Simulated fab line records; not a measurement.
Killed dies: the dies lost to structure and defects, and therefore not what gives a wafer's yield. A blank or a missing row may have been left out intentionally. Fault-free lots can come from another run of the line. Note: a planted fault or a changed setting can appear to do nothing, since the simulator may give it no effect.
fab line records	flow n5_finfet	part 1 of 2: steps 1 to 4 of 6
record lots=21	wafers=63	last_day=19
route steps=1938 shown WELL_APT@46 FIN_SAQP@130
lots that met no fault: taken from a fault-free run of the same line
start_h: hours from the record's first day to the start of the lot's first wafer shown	wait_h: how many hours have passed since the lot's step before this one	" as in the row above	L1.1+2: several wafers, shown together as one row	- no value, or no start was given	* or withheld: withheld	< > ~ a bound
route shown NAME@n: names a module that has steps shown in the file, with the first one's number in the route	usual: average and standard deviation across the fault-free wafers	same: alike in all rows	chamber/n: place in a boat	sites: the reading at each site	_std_site: the values' standard deviation	_edge_site: inner sites' mean taken away from outer sites' mean	radius_mm: how far each site lies from the wafer's centre	mask NAME#n: copy n	behind: the last tool/chamber to shape the wafer	hold: what put the lot on hold/how long, in hours/how the hold closed	device: the n, p or np transistor that did not switch	end of line: the same wafers' tests at the end of the route	where a step has no rows: the recipe by itself	killed: the dies lost at the first sort to structure and to defects; this is not the yield of the wafer	map: shows each die of a wafer: x if killed, . if not, _ if none is there
set.NAME: setting as actually run; set.NAME@STEP: the setting as run at that earlier step	model.NAME: the simulator's own value behind a step, which no gauge read
one table for each step of the route and one row for each wafer, over a sample of lots
services: when a tool's chamber went out of use (start_h, in hours from the record's first day, below 0 if earlier), for how many hours, and the reason
## steps
# step N5_WELL_APT_DESCUM_30
# recipe chemistry=O2	time_s=7.9	source_power_w=50	bias_power_w=20	pressure_mtorr=20	rf_frequency_hz=2.712e+07	temp_c=40	o2_flow_sccm=225
# usual bias_power_w=20.00/0.059	drypump_motor_current_A=5.5/0.33	oes_product_au=0.79/0.061	rf_vpp_V=243.2/1.3	showerhead_plenum_p_Torr=2.10/0.066	throttle_valve_pct=20.57/0.23
lot.wafer	tool	chamber	start_h	wait_h	bias_power_w	drypump_motor_current_A	oes_product_au	rf_hours_counter_h	rf_vpp_V	showerhead_plenum_p_Torr	throttle_valve_pct
L074.1	rie_diel-01	0	15.22	0.1	19.94	5.7	0.93	13	243.8	2.14	20.43
L074.3	"	1	"	"	20.05	5.7	0.68	230	244.7	2.14	20.67
L074.5	"	2	"	"	20.09	5.6	0.86	-	243.7	2.14	20.52
L075.2	rie_diel-02	1	21.29	0.2	19.97	5.2	0.82	89	242.9	2.13	20.44
L075.4	"	2	"	"	20.02	5.3	0.75	151	240.1	2.01	20.84
L075.6	"	0	"	"	19.98	6.2	0.82	-	242.7	2.02	20.20
L076.1	rie_diel-06	2	26.90	0.0	20.00	5.1	0.73	147	245.5	2.17	20.31
L076.4	"	0	"	"	20.06	5.2	0.75	150	245.4	2.20	20.87
L076.6	"	0	"	"	20.07	5.2	0.75	-	245.6	2.20	20.86
L077.1	rie_diel-02	0	33.04	0.0	19.90	6.1	0.82	104	241.9	2.02	20.19
L077.4	"	1	"	"	20.13	5.2	0.82	93	242.3	2.13	20.46
L077.6	"	3	"	"	19.84	5.1	0.77	-	244.2	2.20	20.92
L079.2	rie_diel-02	1	45.59	0.1	19.96	5.3	0.81	98	243.7	2.12	20.47
L079.3	"	2	"	"	20.02	5.3	0.75	159	241.6	2.00	20.85
L079.5	"	3	"	"	19.98	5.1	0.77	-	245.7	2.20	20.92
L080.1	rie_diel-06	3	51.10	0.3	19.99	5.9	0.79	121	242.7	2.01	20.41
L080.3	"	2	"	"	19.97	5.1	0.73	155	244.7	2.16	20.35
L080.5	"	3	"	"	19.85	5.9	0.80	-	243.8	2.01	20.41
L081.1	rie_diel-01	0	57.24	0.1	19.99	5.7	0.90	29	242.9	2.13	20.45
L081.2	"	2	"	"	19.97	5.7	0.85	58	242.6	2.13	20.54
L081.6	"	3	"	"	20.04	5.7	0.78	-	245.0	2.08	20.51
L082.1	rie_diel-01	1	62.89	0.0	20.08	5.7	0.67	247	244.2	2.13	20.68
L082.4	"	0	"	"	20.09	5.8	0.89	31	244.7	2.13	20.45
L082.5	"	2	"	"	20.01	5.7	0.86	-	244.5	2.13	20.55
L083.2	rie_diel-01	2	68.89	0.0	20.05	5.7	0.85	62	244.4	2.13	20.55
L083.4	"	0	"	"	20.00	5.8	0.89	33	244.7	2.13	20.45
L083.6	"	3	"	"	20.00	5.7	0.77	-	242.9	2.08	20.52
L084.2	rie_diel-01	0	75.83	0.1	19.96	5.8	0.88	35	242.6	2.13	20.45
L084.5	"	3	"	"	20.00	5.7	0.77	-	244.6	2.08	20.53
L084.6	"	0	"	"	20.03	5.8	0.88	-	243.8	2.13	20.45
L085.2	rie_diel-02	0	80.91	0.0	20.01	6.2	0.80	121	240.5	2.02	20.21
L085.5	"	0	"	"	20.01	6.1	0.81	-	241.7	2.02	20.22
L085.6	"	3	"	"	20.02	5.1	0.76	-	243.9	2.20	20.93
L086.1	rie_diel-02	2	87.29	0.3	20.04	5.3	0.73	172	242.2	2.00	20.87
L086.3	"	0	"	"	20.06	6.1	0.80	123	241.2	2.01	20.24
L086.5	"	0	"	"	20.02	6.1	0.80	-	241.4	2.01	20.24
L087.2	rie_diel-01	0	93.08	0.2	19.87	5.7	0.88	43	244.7	2.13	20.46
L087.3	"	2	"	"	19.97	5.6	0.83	69	243.1	2.13	20.57
L087.6	"	2	"	"	19.93	5.7	0.84	-	242.5	2.13	20.54
L088.2	rie_diel-01	0	99.07	0.0	19.99	5.7	0.87	45	243.1	2.13	20.47
L088.3	"	3	"	"	19.95	5.7	0.75	160	242.9	2.08	20.55
L088.4	"	3	"	"	19.99	5.7	0.76	-	243.3	2.08	20.53
L089.1	rie_diel-02	3	105.10	0.1	19.92	5.1	0.76	156	244.4	2.20	20.94
L089.4	"	2	"	"	20.04	5.3	0.73	180	241.0	2.00	20.88
L089.6	"	0	"	"	19.99	6.2	0.80	-	241.2	2.01	20.23
L091.2	rie_diel-02	2	116.91	0.0	19.98	5.3	0.73	183	242.1	2.00	20.89
L091.5	"	1	"	"	20.05	5.2	0.79	-	244.3	2.11	20.51
L091.6	"	2	"	"	20.06	5.3	0.73	-	241.2	2.00	20.90
L092.3	rie_diel-02	2	123.27	0.0	20.02	5.3	0.73	185	240.5	2.00	20.90
L092.5	"	2	"	"	19.99	5.3	0.73	-	242.8	2.00	20.90
L092.6	"	1	"	"	19.89	5.2	0.79	-	243.5	2.11	20.50
L093.2	rie_diel-02	2	129.49	0.1	20.02	5.3	0.72	187	242.0	1.99	20.91
L093.3	"	0	"	"	20.01	6.2	0.79	136	241.5	2.01	20.25
L093.4	"	3	"	"	19.92	5.1	0.75	164	244.2	2.19	20.96
L094.3	rie_diel-06	0	134.94	0.0	20.13	5.2	0.73	184	244.7	2.19	20.93
L094.5	"	1	"	"	19.94	5.2	0.68	-	241.3	2.04	20.42
L094.6	"	2	"	"	20.06	5.1	0.72	-	243.3	2.15	20.37
L095.2	rie_diel-01	3	141.22	0.0	20.05	5.7	0.75	174	244.8	2.07	20.56
L095.5	"	0	"	"	20.05	5.8	0.86	-	244.3	2.12	20.50
L095.6	"	1	"	"	20.03	5.7	0.94	-	243.4	2.13	20.24
L097.3	rie_diel-01	3	153.78	0.2	19.98	5.7	0.75	178	243.7	2.07	20.56
L097.4	"	1	"	"	20.12	5.8	0.93	18	243.9	2.12	20.24
L097.5	"	1	"	"	19.97	5.8	0.92	-	242.9	2.13	20.25
# step N5_FIN_SAQP_ETCH_65
# recipe chemistry=CF4	target=SiO2	target_depth_a=40	ion_energy_ev=350	time_s=4.4	pressure_mtorr=10	icp_w=800	bias_w=400	cf4_flow_sccm=80
# usual bias_w=399.8/1.3	drypump_motor_current_A=5.6/0.45	oes_product_au=1.000/0.018	throttle_valve_pct=21.79/0.27
lot.wafer	tool	chamber	start_h	wait_h	bias_w	drypump_motor_current_A	oes_product_au	rf_hours_counter_h	throttle_valve_pct
L074.1	rie_si-01	0	25.29	0.1	399.2	6.1	0.959	7	21.53
L074.3	"	3	"	"	398.7	5.8	1.012	153	22.12
L074.5	"	2	"	"	401.5	5.5	1.000	-	21.84
L075.2	rie_si-05	1	30.36	0.1	400.2	6.3	0.961	105	21.31
L075.4	"	0	"	"	399.0	6.3	0.993	8	21.27
L075.6	"	0	"	"	401.1	6.3	0.999	-	21.28
L076.1	rie_si-05	3	36.02	0.1	399.1	5.6	0.990	201	21.64
L076.4	"	2	"	"	400.4	5.3	0.994	4	21.99
L076.6	"	2	"	"	399.8	5.3	1.006	-	21.98
L077.1	rie_si-05	3	41.57	0.1	396.4	5.6	0.982	201	21.63
L077.4	"	1	"	"	398.6	6.3	0.975	105	21.30
L077.6	"	0	"	"	398.8	6.3	0.997	-	21.28
L079.2	rie_si-04	1	55.32	0.1	400.1	5.9	1.015	19	21.89
L079.3	"	2	"	"	399.7	4.9	1.012	79	21.78
L079.5	"	3	"	"	401.0	5.4	0.983	-	21.76
L080.1	rie_si-05	0	61.37	0.1	401.7	6.3	0.995	8	21.28
L080.3	"	3	"	"	399.3	5.6	0.977	201	21.64
L080.5	"	3	"	"	399.7	5.6	0.984	-	21.64
L081.1	rie_si-01	3	67.06	0.1	399.7	5.8	1.033	154	22.12
L081.2	"	2	"	"	400.4	5.5	1.011	115	21.83
L081.6	"	3	"	"	399.9	5.8	1.043	-	22.12
L082.1	rie_si-04	3	71.48	0.1	401.9	5.4	0.993	55	21.74
L082.4	"	1	"	"	400.5	5.9	1.024	19	21.91
L082.5	"	1	"	"	400.3	5.9	1.015	-	21.90
L083.2	rie_si-01	1	77.65	0.1	399.8	5.5	1.016	141	22.24
L083.4	"	2	"	"	398.9	5.4	1.002	116	21.84
L083.6	"	3	"	"	401.2	5.8	1.016	-	22.13
L084.2	rie_si-01	3	84.61	0.1	400.3	5.8	1.025	155	22.12
L084.5	"	3	"	"	399.5	5.8	1.017	-	22.12
L084.6	"	0	"	"	399.5	6.1	0.961	-	21.52
L085.2	rie_si-01	1	90.94	0.1	399.8	5.5	1.011	141	22.23
L085.5	"	1	"	"	399.3	5.5	1.010	-	22.23
L085.6	"	2	"	"	398.9	5.5	1.004	-	21.82
L086.1	rie_si-04	2	99.51	0.1	401.4	4.9	1.021	80	21.75
L086.3	"	1	"	"	400.5	5.9	1.023	19	21.90
L086.5	"	0	"	"	401.0	4.7	1.007	-	21.60
L087.2	rie_si-04	2	104.58	0.1	398.6	5.0	1.011	80	21.78
L087.3	"	1	"	"	400.4	5.9	1.026	20	21.90
L087.6	"	1	"	"	400.4	5.9	1.028	-	21.89
L088.2	rie_si-04	2	108.22	0.1	398.6	4.9	1.009	80	21.78
L088.3	"	1	"	"	397.9	5.9	1.020	20	21.90
L088.4	"	0	"	"	401.1	4.7	0.992	14	21.58
L089.1	rie_si-04	2	114.22	0.1	402.6	4.9	1.005	80	21.76
L089.4	"	3	"	"	399.4	5.4	0.984	56	21.75
L089.6	"	3	"	"	399.2	5.4	0.985	-	21.73
L091.2	rie_si-01	2	126.76	0.1	400.5	5.5	1.007	117	21.84
L091.5	"	3	"	"	400.6	5.8	1.016	-	22.12
L091.6	"	0	"	"	396.6	6.1	0.968	-	21.53
L092.3	rie_si-04	3	131.89	0.1	400.9	5.4	1.001	57	21.76
L092.5	"	3	"	"	399.3	5.4	0.988	-	21.74
L092.6	"	0	"	"	399.2	4.7	1.004	-	21.59
L093.2	rie_si-01	0	138.38	0.1	398.9	6.1	0.973	9	21.52
L093.3	"	1	"	"	400.4	5.5	1.022	142	22.22
L093.4	"	3	"	"	397.9	5.8	1.020	156	22.14
L094.3	rie_si-01	3	144.29	0.1	398.9	5.8	1.014	156	22.12
L094.5	"	3	"	"	400.2	5.8	1.016	-	22.13
L094.6	"	0	"	"	399.0	6.1	0.976	-	21.53
L095.2	rie_si-01	0	152.21	0.1	400.5	6.1	0.968	9	21.52
L095.5	"	1	"	"	397.9	5.5	1.003	-	22.22
L095.6	"	2	"	"	400.1	5.5	0.993	-	21.85
L097.3	rie_si-04	2	163.53	0.1	401.4	5.0	1.008	81	21.76
L097.4	"	1	"	"	400.2	5.9	1.027	20	21.92
L097.5	"	0	"	"	401.5	4.7	1.007	-	21.60
# step N5_FIN_SAQP_RECESS_63
# recipe chemistry=HF/NH3	target=SiO2	target_depth_a=180	afs_cycles=3	temp_c=30	sublimation_temp_c=180	sublimation_time_s=60
# usual drypump_motor_current_A=5.73/0.21
lot.wafer	tool	chamber	start_h	wait_h	drypump_motor_current_A
L074.1	vapor_etch-02	1	25.40	0.1	5.96
L074.3	"	1	"	"	5.95
L074.5	"	1	"	"	5.94
L075.2	vapor_etch-01	0	30.47	0.1	5.78
L075.4	"	1	"	"	5.44
L075.6	"	1	"	"	5.45
L076.1	vapor_etch-02	1	36.13	0.1	5.98
L076.4	"	0	"	"	5.92
L076.6	"	0	"	"	5.95
L077.1	vapor_etch-01	1	41.68	0.1	5.42
L077.4	"	1	"	"	5.45
L077.6	"	0	"	"	5.78
L079.2	vapor_etch-02	1	55.43	0.1	5.99
L079.3	"	1	"	"	5.99
L079.5	"	0	"	"	5.92
L080.1	vapor_etch-01	1	61.48	0.1	5.44
L080.3	"	0	"	"	5.76
L080.5	"	1	"	"	5.42
L081.1	vapor_etch-01	1	67.17	0.1	5.45
L081.2	"	0	"	"	5.77
L081.6	"	0	"	"	5.77
L082.1	vapor_etch-02	1	71.59	0.1	6.02
L082.4	"	1	"	"	5.98
L082.5	"	0	"	"	5.88
L083.2	vapor_etch-01	0	77.77	0.1	5.78
L083.4	"	1	"	"	5.44
L083.6	"	1	"	"	5.44
L084.2	vapor_etch-02	0	84.73	0.1	5.89
L084.5	"	1	"	"	6.01
L084.6	"	0	"	"	5.88
L085.2	vapor_etch-01	0	91.05	0.1	5.78
L085.5	"	0	"	"	5.75
L085.6	"	1	"	"	5.44
L086.1	vapor_etch-02	0	99.62	0.1	5.93
L086.3	"	1	"	"	5.97
L086.5	"	1	"	"	5.99
L087.2	vapor_etch-01	1	104.69	0.1	5.43
L087.3	"	0	"	"	5.77
L087.6	"	0	"	"	5.78
L088.2	vapor_etch-02	1	108.33	0.1	5.98
L088.3	"	0	"	"	5.89
L088.4	"	1	"	"	5.96
L089.1	vapor_etch-02	0	114.33	0.1	5.90
L089.4	"	0	"	"	5.88
L089.6	"	0	"	"	5.88
L091.2	vapor_etch-02	1	126.87	0.1	5.98
L091.5	"	0	"	"	5.90
L091.6	"	1	"	"	6.02
L092.3	vapor_etch-01	0	132.12	0.2	5.76
L092.5	"	1	"	"	5.45
L092.6	"	0	"	"	5.76
L093.2	vapor_etch-01	0	138.50	0.1	5.75
L093.3	"	1	"	"	5.43
L093.4	"	0	"	"	5.75
L094.3	vapor_etch-01	0	144.52	0.2	5.77
L094.5	"	1	"	"	5.44
L094.6	"	0	"	"	5.75
L095.2	vapor_etch-01	0	152.32	0.1	5.78
L095.5	"	0	"	"	5.78
L095.6	"	1	"	"	5.44
L097.3	vapor_etch-01	0	163.76	0.2	5.77
L097.4	"	1	"	"	5.46
L097.5	"	1	"	"	5.45
# step N5_FIN_SAQP_ETCH_67
# recipe chemistry=CH3F/O2	target=SiNx	target_depth_a=300	mask_material=SOC	pressure_mtorr=30	source_w=395	bias_w=73	Ar_flow_sccm=150	CH3F_flow_sccm=30	O2_flow_sccm=20	ion_energy_ev=120
# usual bias_w=72.99/0.22	drypump_motor_current_A=5.5/0.33	oes_f_703_au=0.78/0.059	oes_product_au=0.78/0.06	rf_vpp_V=298/6.1	showerhead_plenum_p_Torr=2.01/0.06	throttle_valve_pct=16.51/0.18
lot.wafer	tool	chamber	start_h	wait_h	bias_w	drypump_motor_current_A	oes_f_703_au	oes_product_au	rf_hours_counter_h	rf_vpp_V	showerhead_plenum_p_Torr	throttle_valve_pct
L074.1	rie_diel-02	3	25.91	0.0	72.78	5.1	0.76	0.78	137	307	2.09	16.71
L074.3	"	1	"	"	72.69	5.2	0.80	0.81	91	292	2.02	16.28
L074.5	"	1	"	"	73.45	5.3	0.80	0.81	-	292	2.02	16.27
L075.2	rie_diel-02	1	30.99	0.0	73.59	5.2	0.80	0.81	92	294	2.02	16.28
L075.4	"	2	"	"	73.16	5.3	0.75	0.74	154	305	1.92	16.76
L075.6	"	3	"	"	72.64	5.1	0.76	0.78	-	307	2.09	16.71
L076.1	rie_diel-01	1	36.69	0.0	73.07	5.7	0.68	0.68	238	306	2.05	16.70
L076.4	"	0	"	"	73.44	5.8	0.90	0.91	22	300	2.05	16.35
L076.6	"	2	"	"	73.14	5.6	0.87	0.85	-	293	2.03	16.35
L077.1	rie_diel-06	0	42.25	0.0	72.87	5.2	0.77	0.74	155	292	2.08	16.64
L077.4	"	2	"	"	72.72	5.1	0.74	0.73	152	298	2.10	16.49
L077.6	"	3	"	"	73.02	5.9	0.81	0.80	-	287	1.94	16.41
L079.2	rie_diel-01	0	55.94	0.0	73.23	5.8	0.90	0.91	29	299	2.05	16.36
L079.3	"	2	"	"	72.89	5.7	0.86	0.86	58	295	2.03	16.36
L079.5	"	3	"	"	73.12	5.7	0.79	0.79	-	301	2.00	16.54
L080.1	rie_diel-02	3	62.04	0.0	73.15	5.1	0.76	0.77	148	307	2.09	16.73
L080.3	"	2	"	"	72.86	5.3	0.74	0.74	164	307	1.91	16.77
L080.5	"	2	"	"	72.84	5.3	0.74	0.74	-	305	1.91	16.78
L081.1	rie_diel-01	1	67.68	0.0	72.90	5.7	0.68	0.68	249	305	2.05	16.73
L081.2	"	2	"	"	73.21	5.6	0.85	0.84	62	293	2.02	16.37
L081.6	"	3	"	"	72.93	5.7	0.78	0.78	-	300	2.00	16.53
L082.1	rie_diel-02	2	72.10	0.0	73.10	5.3	0.73	0.73	167	306	1.91	16.77
L082.4	"	1	"	"	72.81	5.2	0.78	0.79	106	292	2.02	16.30
L082.5	"	0	"	"	73.04	6.1	0.80	0.80	-	292	1.94	16.27
L083.2	rie_diel-01	0	78.27	0.0	73.06	5.8	0.87	0.88	37	301	2.04	16.36
L083.4	"	0	"	"	73.12	5.8	0.86	0.88	-	300	2.04	16.38
L083.6	"	2	"	"	72.94	5.6	0.85	0.83	-	292	2.02	16.38
L084.2	rie_diel-06	2	85.25	0.0	73.07	5.1	0.73	0.73	167	300	2.10	16.53
L084.5	"	0	"	"	72.85	5.2	0.75	0.73	-	292	2.08	16.67
L084.6	"	3	"	"	72.67	5.9	0.80	0.78	-	289	1.93	16.45
L085.2	rie_diel-06	1	91.56	0.0	73.17	5.2	0.71	0.71	233	303	1.99	16.60
L085.5	"	0	"	"	72.93	5.2	0.76	0.73	-	292	2.08	16.68
L085.6	"	3	"	"	73.41	5.9	0.80	0.79	-	287	1.93	16.44
L086.1	rie_diel-01	0	100.13	0.0	73.10	5.8	0.86	0.86	45	300	2.04	16.39
L086.3	"	2	"	"	72.98	5.6	0.84	0.82	71	293	2.02	16.39
L086.5	"	3	"	"	73.08	5.7	0.77	0.75	-	300	2.00	16.57
L087.2	rie_diel-02	1	105.23	0.0	73.02	5.2	0.77	0.78	120	293	2.01	16.30
L087.3	"	2	"	"	73.12	5.3	0.73	0.73	180	305	1.91	16.80
L087.6	"	1	"	"	72.96	5.2	0.77	0.78	-	295	2.01	16.31
L088.2	rie_diel-06	2	108.88	0.0	73.05	5.1	0.73	0.72	174	299	2.09	16.54
L088.3	"	1	"	"	72.91	5.2	0.70	0.70	237	303	1.99	16.62
L088.4	"	3	"	"	72.88	5.9	0.79	0.77	140	289	1.93	16.47
L089.1	rie_diel-02	0	114.84	0.0	73.11	6.1	0.79	0.79	131	293	1.93	16.28
L089.4	"	2	"	"	72.86	5.3	0.73	0.73	183	305	1.91	16.80
L089.6	"	1	"	"	73.16	5.3	0.76	0.78	-	292	2.01	16.33
L091.2	rie_diel-06	0	127.38	0.0	73.19	5.2	0.75	0.72	182	293	2.07	16.70
L091.5	"	0	"	"	73.05	5.2	0.74	0.72	-	293	2.07	16.70
L091.6	"	1	"	"	72.86	5.2	0.70	0.70	-	303	1.99	16.63
L092.3	rie_diel-06	1	132.51	0.0	72.42	5.2	0.69	0.69	246	302	1.99	16.65
L092.5	"	3	"	"	72.90	5.9	0.79	0.76	-	287	1.93	16.46
L092.6	"	2	"	"	73.08	5.1	0.72	0.71	-	299	2.09	16.55
L093.2	rie_diel-01	1	139.06	0.0	73.17	5.8	0.93	0.94	14	304	2.04	16.23
L093.3	"	2	"	"	72.66	5.6	0.83	0.81	85	292	2.02	16.43
L093.4	"	0	"	"	72.91	5.8	0.84	0.84	59	299	2.04	16.44
L094.3	rie_diel-02	2	145.09	0.0	72.59	5.3	0.72	0.73	192	305	1.90	16.82
L094.5	"	1	"	"	72.69	5.2	0.75	0.78	-	293	2.01	16.33
L094.6	"	2	"	"	72.87	5.3	0.72	0.74	-	306	1.90	16.82
L095.2	rie_diel-01	2	152.83	0.0	72.79	5.6	0.83	0.80	89	294	2.02	16.42
L095.5	"	1	"	"	72.96	5.7	0.92	0.92	-	303	2.04	16.25
L095.6	"	2	"	"	72.98	5.7	0.83	0.80	-	294	2.02	16.42
L097.3	rie_diel-01	0	164.39	0.0	73.34	5.7	0.83	0.84	68	299	2.03	16.44
L097.4	"	2	"	"	73.01	5.6	0.82	0.80	94	292	2.01	16.43
L097.5	"	2	"	"	73.07	5.6	0.81	0.81	-	294	2.01	16.45
